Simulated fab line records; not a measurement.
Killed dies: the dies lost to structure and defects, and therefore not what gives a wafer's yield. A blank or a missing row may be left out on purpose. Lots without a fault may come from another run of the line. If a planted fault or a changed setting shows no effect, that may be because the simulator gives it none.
A sampling plan put to the test ; flow n5-finfet ; one fab line, 54 faults that these records tell of, each judged on the records of the lots that it struck; 2 more are left out, because the records don't allow judging them
What counts as the plan is the set of the line's own looks, namely the steps on the route at which a gauge or an inspection reads a wafer and does not change it. A look is open to judgement when struck wafers have a number at it and the file gives its usual mean and standard deviation on fault-free wafers. Caught: 4 or more of those standard deviations (sigma) separate the usual mean from the mean of the struck wafers at a look after the fault's first step. On the tool: the same test on the tool's own readings at the fault's steps. A different recipe on the struck wafers counts as caught too, as does a record blank only for those wafers.

== THE FAULTS, as the simulator had put them in ==
1. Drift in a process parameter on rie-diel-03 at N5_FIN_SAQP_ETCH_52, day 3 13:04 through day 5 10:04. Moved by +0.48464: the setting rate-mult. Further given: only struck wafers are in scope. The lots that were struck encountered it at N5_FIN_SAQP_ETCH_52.
2. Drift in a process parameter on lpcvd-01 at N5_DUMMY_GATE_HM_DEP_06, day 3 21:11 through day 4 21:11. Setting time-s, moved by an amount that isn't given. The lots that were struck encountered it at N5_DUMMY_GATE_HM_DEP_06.
3. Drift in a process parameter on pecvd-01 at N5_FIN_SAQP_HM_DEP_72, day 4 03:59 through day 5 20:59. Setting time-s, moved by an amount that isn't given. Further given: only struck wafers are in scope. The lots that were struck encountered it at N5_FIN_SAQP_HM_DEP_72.
4. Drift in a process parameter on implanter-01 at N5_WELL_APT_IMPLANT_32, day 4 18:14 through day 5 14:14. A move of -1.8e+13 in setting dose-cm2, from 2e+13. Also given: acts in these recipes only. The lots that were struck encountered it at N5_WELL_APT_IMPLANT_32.
5. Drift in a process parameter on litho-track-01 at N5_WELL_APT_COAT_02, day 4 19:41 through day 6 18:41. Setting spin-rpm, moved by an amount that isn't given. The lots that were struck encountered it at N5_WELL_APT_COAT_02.
6. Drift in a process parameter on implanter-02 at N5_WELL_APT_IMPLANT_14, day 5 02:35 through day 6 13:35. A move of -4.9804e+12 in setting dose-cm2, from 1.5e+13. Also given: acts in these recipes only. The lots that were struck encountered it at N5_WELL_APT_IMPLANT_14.
7. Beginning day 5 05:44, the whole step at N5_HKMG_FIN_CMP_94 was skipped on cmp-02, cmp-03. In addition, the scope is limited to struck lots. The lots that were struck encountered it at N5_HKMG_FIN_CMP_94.
8. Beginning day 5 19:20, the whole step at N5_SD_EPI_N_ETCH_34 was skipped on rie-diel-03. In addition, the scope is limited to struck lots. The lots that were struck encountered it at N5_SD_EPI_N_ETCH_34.
9. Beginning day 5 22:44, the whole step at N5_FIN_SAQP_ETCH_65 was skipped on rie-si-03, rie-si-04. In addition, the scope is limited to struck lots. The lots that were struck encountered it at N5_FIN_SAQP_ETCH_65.
10. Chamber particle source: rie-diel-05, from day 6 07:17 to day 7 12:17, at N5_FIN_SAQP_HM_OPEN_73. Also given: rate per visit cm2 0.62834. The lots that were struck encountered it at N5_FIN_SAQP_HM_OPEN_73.
11. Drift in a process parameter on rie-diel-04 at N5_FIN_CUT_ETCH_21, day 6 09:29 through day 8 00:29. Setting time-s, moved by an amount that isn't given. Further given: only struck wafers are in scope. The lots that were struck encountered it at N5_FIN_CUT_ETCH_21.
12. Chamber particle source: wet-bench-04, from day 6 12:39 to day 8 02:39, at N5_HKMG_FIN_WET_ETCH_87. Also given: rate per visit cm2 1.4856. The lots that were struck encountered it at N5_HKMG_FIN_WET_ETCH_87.
13. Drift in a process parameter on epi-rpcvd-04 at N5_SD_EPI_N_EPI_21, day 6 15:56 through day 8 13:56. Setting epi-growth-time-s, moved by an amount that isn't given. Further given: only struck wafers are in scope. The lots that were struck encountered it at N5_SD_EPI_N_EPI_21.
14. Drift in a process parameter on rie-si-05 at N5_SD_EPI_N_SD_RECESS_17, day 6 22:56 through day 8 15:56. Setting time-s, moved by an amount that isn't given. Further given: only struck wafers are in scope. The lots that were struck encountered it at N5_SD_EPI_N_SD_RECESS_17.
15. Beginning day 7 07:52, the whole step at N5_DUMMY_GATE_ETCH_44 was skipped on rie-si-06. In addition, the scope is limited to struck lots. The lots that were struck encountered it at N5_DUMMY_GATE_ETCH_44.
16. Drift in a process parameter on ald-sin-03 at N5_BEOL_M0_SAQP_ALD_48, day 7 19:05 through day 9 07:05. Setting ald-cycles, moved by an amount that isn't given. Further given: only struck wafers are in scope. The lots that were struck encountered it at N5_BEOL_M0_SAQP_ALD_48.
17. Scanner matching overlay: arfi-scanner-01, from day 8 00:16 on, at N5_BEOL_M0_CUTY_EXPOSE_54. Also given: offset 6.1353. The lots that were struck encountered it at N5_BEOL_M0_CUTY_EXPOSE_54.
18. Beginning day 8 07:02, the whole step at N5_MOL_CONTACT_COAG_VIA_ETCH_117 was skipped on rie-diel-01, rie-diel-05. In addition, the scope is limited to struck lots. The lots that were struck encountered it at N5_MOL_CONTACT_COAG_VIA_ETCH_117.
19. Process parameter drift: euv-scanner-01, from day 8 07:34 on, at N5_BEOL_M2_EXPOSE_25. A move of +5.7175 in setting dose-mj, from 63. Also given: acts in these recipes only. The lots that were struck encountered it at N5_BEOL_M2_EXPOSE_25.
20. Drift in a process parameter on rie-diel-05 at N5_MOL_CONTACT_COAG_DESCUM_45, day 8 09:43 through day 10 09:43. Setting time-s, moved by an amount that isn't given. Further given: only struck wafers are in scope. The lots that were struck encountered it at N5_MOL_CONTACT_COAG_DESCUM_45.
21. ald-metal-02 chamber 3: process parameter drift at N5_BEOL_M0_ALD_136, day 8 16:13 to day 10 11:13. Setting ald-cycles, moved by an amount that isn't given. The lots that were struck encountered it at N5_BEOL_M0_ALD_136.
22. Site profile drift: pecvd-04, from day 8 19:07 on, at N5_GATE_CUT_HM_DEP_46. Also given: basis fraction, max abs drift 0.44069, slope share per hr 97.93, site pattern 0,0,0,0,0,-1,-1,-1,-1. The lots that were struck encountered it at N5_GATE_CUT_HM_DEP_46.
23. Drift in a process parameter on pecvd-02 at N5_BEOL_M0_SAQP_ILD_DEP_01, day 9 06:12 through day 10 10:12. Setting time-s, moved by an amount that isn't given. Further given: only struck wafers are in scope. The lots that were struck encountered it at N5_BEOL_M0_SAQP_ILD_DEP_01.
24. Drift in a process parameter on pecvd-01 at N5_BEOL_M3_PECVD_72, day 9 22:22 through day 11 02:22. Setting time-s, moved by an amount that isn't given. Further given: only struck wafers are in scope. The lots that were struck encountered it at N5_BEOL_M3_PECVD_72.
25. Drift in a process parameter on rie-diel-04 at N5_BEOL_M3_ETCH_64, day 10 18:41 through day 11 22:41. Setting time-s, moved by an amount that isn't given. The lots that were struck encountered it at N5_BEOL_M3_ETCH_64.
26. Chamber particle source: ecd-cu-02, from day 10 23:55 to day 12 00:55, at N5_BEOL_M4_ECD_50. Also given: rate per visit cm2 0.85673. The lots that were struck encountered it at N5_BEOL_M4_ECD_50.
27. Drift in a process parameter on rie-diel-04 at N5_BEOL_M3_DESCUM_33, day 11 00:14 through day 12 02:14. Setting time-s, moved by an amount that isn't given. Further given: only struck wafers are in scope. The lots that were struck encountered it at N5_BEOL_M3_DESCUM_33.
28. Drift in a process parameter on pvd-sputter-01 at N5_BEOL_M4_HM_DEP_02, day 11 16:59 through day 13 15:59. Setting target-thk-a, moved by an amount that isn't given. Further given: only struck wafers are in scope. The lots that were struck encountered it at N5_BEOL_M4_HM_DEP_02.
29. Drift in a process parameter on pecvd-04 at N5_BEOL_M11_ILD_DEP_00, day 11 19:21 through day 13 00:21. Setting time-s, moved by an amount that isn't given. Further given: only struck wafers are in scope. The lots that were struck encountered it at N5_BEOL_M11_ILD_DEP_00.
30. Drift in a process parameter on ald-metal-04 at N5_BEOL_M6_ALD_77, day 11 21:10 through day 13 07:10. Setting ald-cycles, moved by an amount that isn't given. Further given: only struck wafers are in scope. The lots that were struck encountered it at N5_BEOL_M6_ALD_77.
31. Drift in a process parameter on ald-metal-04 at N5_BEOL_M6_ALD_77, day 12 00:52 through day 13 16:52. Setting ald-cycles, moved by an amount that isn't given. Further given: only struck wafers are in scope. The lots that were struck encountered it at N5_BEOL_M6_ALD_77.
32. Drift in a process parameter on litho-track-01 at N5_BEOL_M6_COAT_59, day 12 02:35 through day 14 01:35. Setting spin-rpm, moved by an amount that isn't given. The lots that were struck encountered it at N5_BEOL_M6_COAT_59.
33. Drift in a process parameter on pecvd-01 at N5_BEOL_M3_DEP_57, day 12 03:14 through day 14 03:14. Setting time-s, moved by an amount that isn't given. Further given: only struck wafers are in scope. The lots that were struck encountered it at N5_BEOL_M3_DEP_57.
34. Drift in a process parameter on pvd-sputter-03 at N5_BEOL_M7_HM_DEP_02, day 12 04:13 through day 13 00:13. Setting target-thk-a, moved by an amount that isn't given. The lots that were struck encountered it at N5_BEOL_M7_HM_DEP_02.
35. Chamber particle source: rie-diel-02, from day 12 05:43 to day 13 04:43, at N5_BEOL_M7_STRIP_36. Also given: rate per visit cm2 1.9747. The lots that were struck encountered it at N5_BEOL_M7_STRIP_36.
36. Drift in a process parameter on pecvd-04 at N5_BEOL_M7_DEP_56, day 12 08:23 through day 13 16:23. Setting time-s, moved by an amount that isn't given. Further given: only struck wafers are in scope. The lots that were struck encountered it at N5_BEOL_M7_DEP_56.
37. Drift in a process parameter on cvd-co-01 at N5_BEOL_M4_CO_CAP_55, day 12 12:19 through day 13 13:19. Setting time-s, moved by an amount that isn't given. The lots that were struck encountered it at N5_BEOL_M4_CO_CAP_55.
38. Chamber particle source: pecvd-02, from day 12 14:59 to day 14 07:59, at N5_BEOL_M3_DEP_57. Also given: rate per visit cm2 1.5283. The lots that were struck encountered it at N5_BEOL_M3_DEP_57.
39. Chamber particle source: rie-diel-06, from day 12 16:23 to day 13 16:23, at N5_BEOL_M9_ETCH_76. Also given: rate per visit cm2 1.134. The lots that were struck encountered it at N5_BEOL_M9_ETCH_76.
40. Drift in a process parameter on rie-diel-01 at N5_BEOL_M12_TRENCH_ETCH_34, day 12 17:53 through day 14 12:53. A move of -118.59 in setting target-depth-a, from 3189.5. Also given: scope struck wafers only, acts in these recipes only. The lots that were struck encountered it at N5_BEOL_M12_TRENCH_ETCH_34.
41. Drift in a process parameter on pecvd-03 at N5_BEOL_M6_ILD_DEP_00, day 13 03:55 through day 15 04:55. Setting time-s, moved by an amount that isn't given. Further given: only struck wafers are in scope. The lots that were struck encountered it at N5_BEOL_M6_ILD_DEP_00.
42. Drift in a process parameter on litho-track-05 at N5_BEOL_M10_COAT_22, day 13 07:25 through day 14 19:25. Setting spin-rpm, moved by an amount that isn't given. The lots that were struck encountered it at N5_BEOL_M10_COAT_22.
43. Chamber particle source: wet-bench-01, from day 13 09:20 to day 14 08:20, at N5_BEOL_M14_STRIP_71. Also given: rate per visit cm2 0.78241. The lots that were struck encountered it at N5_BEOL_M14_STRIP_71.
44. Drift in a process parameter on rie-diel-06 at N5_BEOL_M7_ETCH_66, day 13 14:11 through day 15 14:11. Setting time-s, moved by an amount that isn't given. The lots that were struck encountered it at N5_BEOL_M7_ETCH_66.
45. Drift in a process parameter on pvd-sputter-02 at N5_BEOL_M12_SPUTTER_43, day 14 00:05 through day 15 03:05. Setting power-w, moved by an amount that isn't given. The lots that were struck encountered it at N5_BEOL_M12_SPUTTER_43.
46. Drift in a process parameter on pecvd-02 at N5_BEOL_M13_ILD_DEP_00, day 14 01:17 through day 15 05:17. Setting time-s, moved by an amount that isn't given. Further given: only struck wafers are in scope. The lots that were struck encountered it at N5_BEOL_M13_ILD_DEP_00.
47. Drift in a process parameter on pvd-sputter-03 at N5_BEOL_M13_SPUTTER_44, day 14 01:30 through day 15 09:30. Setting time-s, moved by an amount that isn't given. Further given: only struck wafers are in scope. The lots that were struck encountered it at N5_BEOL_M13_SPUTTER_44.
48. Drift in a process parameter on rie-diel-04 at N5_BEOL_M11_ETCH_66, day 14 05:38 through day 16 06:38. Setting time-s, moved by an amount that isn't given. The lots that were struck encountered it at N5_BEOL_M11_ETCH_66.
49. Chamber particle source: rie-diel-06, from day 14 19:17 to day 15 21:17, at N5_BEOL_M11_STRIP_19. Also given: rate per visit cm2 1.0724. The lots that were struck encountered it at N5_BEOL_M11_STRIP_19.
50. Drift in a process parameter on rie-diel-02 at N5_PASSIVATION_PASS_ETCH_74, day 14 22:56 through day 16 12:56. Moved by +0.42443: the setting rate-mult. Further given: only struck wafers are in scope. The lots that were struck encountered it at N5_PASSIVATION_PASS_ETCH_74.
51. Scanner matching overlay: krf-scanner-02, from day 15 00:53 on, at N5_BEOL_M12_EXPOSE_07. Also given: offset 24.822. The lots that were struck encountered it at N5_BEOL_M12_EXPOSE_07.
52. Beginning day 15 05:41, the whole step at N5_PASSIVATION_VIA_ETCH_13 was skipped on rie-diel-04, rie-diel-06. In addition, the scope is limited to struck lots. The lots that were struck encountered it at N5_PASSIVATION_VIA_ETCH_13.
53. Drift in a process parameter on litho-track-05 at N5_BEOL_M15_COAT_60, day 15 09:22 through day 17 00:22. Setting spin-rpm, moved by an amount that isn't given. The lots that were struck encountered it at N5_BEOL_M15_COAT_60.
54. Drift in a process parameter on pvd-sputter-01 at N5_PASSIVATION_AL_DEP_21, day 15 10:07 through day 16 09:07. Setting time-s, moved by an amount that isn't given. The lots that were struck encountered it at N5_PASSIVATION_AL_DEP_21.

== WHAT THE PLAN SAW ==
fault;on the tool itself;first look that catches it;reading, sigma;median hours from its first step to that look;hours from the fault's start to the first struck lot there;judged looks passed uncaught
1;under 2 sigma;not the one look that can be judged after it;-;-;-;1
2;under 2 sigma;not the one look that can be judged after it;-;-;-;1
3;under 2 sigma;not the one look that can be judged after it;strongest: DIBL_N at N5_BEOL_M4_RC_MEAS_101, +2.3;-;-;1
4;dose-ions-cm2 -99 or beyond sigma;N5_BEOL_M4_RC_MEAS_101;IOFF_N +89;149.0;152;1
5;spin-speed-rpm +99 or beyond sigma;none of the 4 looks that can be judged after it;-;-;-;4
6;dose-ions-cm2 -99 or beyond sigma;N5_BEOL_M4_RC_MEAS_101;RS_NWELL +42;158.3;159;0
7;no reading that can be judged;no look after it can be judged;-;-;-;0
8;the tool's record is blank for the struck wafers;no look after it can be judged;-;-;-;0
9;the tool's record is blank for the struck wafers;no look after it can be judged;-;-;-;0
10;under 2 sigma;N5_FIN_SAQP_INSPECT_40;raw-defect-count +5.8;4.5;8;0
11;run-length-s -99 or beyond sigma;not the one look that can be judged after it;-;-;-;1
12;under 2 sigma;not the one look that can be judged after it;-;-;-;1
13;no reading that can be judged;not the one look that can be judged after it;-;-;-;1
14;under 2 sigma;N5_BEOL_M4_RC_MEAS_101;CJ_N -16;124.7;155;1
15;the tool's record is blank for the struck wafers;no look after it can be judged;-;-;-;0
16;under 2 sigma;not the one look that can be judged after it;-;-;-;1
17;under 2 sigma;N5_BEOL_M0_CUTY_OVL_MEAS_58;M0_ABLK_OVL +9.3;0.2;10;0
18;the tool's record is blank for the struck wafers;no look after it can be judged;-;-;-;0
19;exposure-dose-mJ-cm2 +64 sigma;N5_BEOL_M2_CD_MEAS_28;cd-nm +4.7;0.1;2;0
20;under 2 sigma;not the one look that can be judged after it;-;-;-;1
21;under 2 sigma;not the one look that can be judged after it;-;-;-;1
22;under 2 sigma;N5_GATE_CUT_THK_MEAS_24;GC_FILL_THK -13;3.2;15;0
23;under 2 sigma;not the one look that can be judged after it;-;-;-;1
24;under 2 sigma;not the one look that can be judged after it;-;-;-;1
25;under 2 sigma;not the one look that can be judged after it;-;-;-;1
26;no reading that can be judged;not the one look that can be judged after it;-;-;-;1
27;under 2 sigma;not the one look that can be judged after it;-;-;-;1
28;under 2 sigma;N5_BEOL_M4_OCD_MEAS_38;trench-depth-nm -18;7.5;19;0
29;run-length-s -27 sigma;N5_BEOL_M11_THK_MEAS_01;M11_ILD_THK -20;0.6;6;0
30;under 2 sigma;no look after it can be judged;-;-;-;0
31;under 2 sigma;N5_BEOL_M15_RC_MEAS_101;COMB_M6 +10;66.3;69;0
32;spin-speed-rpm +69 sigma;no look after it can be judged;-;-;-;0
33;under 2 sigma;none of the 2 looks that can be judged after it;-;-;-;2
34;under 2 sigma;N5_BEOL_M7_OCD_MEAS_38;trench-depth-nm -6.3;3.7;6;0
35;under 2 sigma;not the one look that can be judged after it;-;-;-;1
36;under 2 sigma;not the one look that can be judged after it;-;-;-;1
37;run-length-s +94 sigma;not the one look that can be judged after it;-;-;-;1
38;under 2 sigma;N5_BEOL_M3_INSPECT_59;raw-defect-count +43;0.1;8;0
39;under 2 sigma;no look after it can be judged;-;-;-;0
40;under 2 sigma;none of the 2 looks that can be judged after it;-;-;-;2
41;under 2 sigma;N5_BEOL_M6_THK_MEAS_01;M6_ILD_THK +4.6;0.6;1;0
42;spin-speed-rpm -36 sigma;no look after it can be judged;-;-;-;0
43;no reading that can be judged;no look after it can be judged;-;-;-;0
44;run-length-s +47 sigma;no look after it can be judged;-;-;-;0
45;cathode-dc-power-W -99 or beyond sigma;no look after it can be judged;-;-;-;0
46;run-length-s +99 or beyond sigma;N5_BEOL_M13_THK_MEAS_01;M13_ILD_THK +38;0.2;2;0
47;under 2 sigma;not the one look that can be judged after it;-;-;-;1
48;run-length-s +83 sigma;no look after it can be judged;-;-;-;0
49;under 2 sigma;N5_BEOL_M11_INSPECT_30;raw-defect-count +7.4;1.6;2;0
50;only faintly: oes-product-au +3.8 sigma;no look after it can be judged;-;-;-;0
51;under 2 sigma;N5_BEOL_M12_OVL_MEAS_11;V11_OVL +4.2;0.2;0;0
52;the tool's record is blank for the struck wafers;no look after it can be judged;-;-;-;0
53;spin-speed-rpm +60 sigma;none of the 3 looks that can be judged after it;-;-;-;3
54;under 2 sigma;not the one look that can be judged after it;-;-;-;1
Dash: fault not caught, or number not given in these records.

Caught at a look: 16 of 54. Caught on the tool: 19 of 54. By one or the other: 30 of 54.
On the tool alone, faults 5, 8, 9, 11, 15, 18, 32, 37, 42, 44, 45, 48, 52, 53 were caught.
Caught at a look alone: faults 10, 14, 17, 22, 28, 31, 34, 38, 41, 49, 51.
Caught by neither: faults 1, 2, 3, 7, 12, 13, 16, 20, 21, 23, 24, 25, 26, 27, 30, 33, 35, 36, 39, 40, 43, 47, 50, 54.

== THINNER SAMPLING ==
In the worst case, this is how late the first struck lot would be measured if the look that catches a fault measured only every second or every third lot, by lot number:
fault;struck lots at that look, in order of time;every lot;every second lot;every third lot
4;L808, L810;152 h;may miss all 2;may miss all 2
6;L541, L543, L544;159 h;182 h;may miss all 3
10;L151, L155;8 h;may miss all 2;may miss all 2
14;L529, L531;155 h;may miss all 2;may miss all 2
17;L307, L308, L309;10 h;17 h;26 h
19;L846, L847;2 h;9 h;may miss all 2
22;L448, L449;15 h;23 h;may miss all 2
28;L888, L889, L891;19 h;19 h;may miss all 3
29;L471, L472;6 h;7 h;may miss all 2
31;L935, L939;69 h;may miss all 2;may miss all 2
34;L652, L653;6 h;6 h;may miss all 2
38;L856, L857;8 h;16 h;may miss all 2
41;L307;1 h;may miss it;may miss it
46;L600, L606;2 h;may miss all 2;may miss all 2
49;L300, L304, L305;2 h;25 h;25 h
51;L226, L229;0 h;5 h;may miss all 2
Hours: fault start to first struck lot measured. The test against the limit of 4 sigma pooled every struck wafer, which means one lot taken alone may stay below that limit. Other struck lots may not be in these records.

== THE LONGEST TIMED WAY FROM STEP TO LOOK ==
In fault 6, a median of 158.3 hours elapses between N5_WELL_APT_IMPLANT_14 and N5_BEOL_M4_RC_MEAS_101. No look between them can be judged.
